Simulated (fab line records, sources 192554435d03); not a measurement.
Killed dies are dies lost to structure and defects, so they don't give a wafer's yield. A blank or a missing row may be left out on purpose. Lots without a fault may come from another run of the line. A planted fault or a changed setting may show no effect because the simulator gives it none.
Chamber matching | flow n5_finfet | N5_DUMMY_GATE_STRIP_41 on rie_diel-02: 4 sister chambers
The step strips in O2. 4 wafers are shown with their chamber, then 10 later ones without.

WAFERS WITH THEIR CHAMBER
wafer  | chamber | drypump_motor_current_A (A)
L088.6 | 0       | 5.7
L089.5 | 1       | 5.6
L092.4 | 3       | 5.0
L092.5 | 2       | 5.6

WAFERS WITHOUT THEIR CHAMBER
wafer  | drypump_motor_current_A (A)
L092.6 | 5.6
L093.1 | 5.8
L093.2 | 5.0
L093.4 | 5.6
L095.1 | 5.6
L095.4 | 5.8
L095.5 | 5.8
L097.1 | 5.7
L097.5 | 5.0
L097.6 | 5.8

WHICH CHAMBER EACH WENT THROUGH
wafer  | from the rows above          | in truth
L092.6 | can't be placed: 1 or 2 or 0 | 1
L093.1 | can't be placed: 0 or 1 or 2 | 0
L093.2 | 3                            | 3
L093.4 | can't be placed: 1 or 2 or 0 | 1
L095.1 | can't be placed: 1 or 2 or 0 | 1
L095.4 | can't be placed: 0 or 1 or 2 | 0
L095.5 | can't be placed: 0 or 1 or 2 | 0
L097.1 | can't be placed: 0 or 1 or 2 | 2
L097.5 | 3                            | 3
L097.6 | can't be placed: 0 or 1 or 2 | 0
Placed correctly: 2 of 10. Can't be placed from these rows: 8 (the true chamber is among the candidates in 8). Placed wrongly: 0.
How it was worked out, from the rows above alone: a wafer's distance from a chamber is the root of the sum, over the readings, of the square of ((its reading less the chamber's mean) divided by the reading's scatter). The wafer belongs to the nearest chamber; if the next one is less than 2 further off, it can't be placed. A chamber's mean is the mean of its shown wafers. The scatter: with one shown wafer a chamber, the root of the mean of the squares of how far each hidden wafer lies from its nearest shown one.
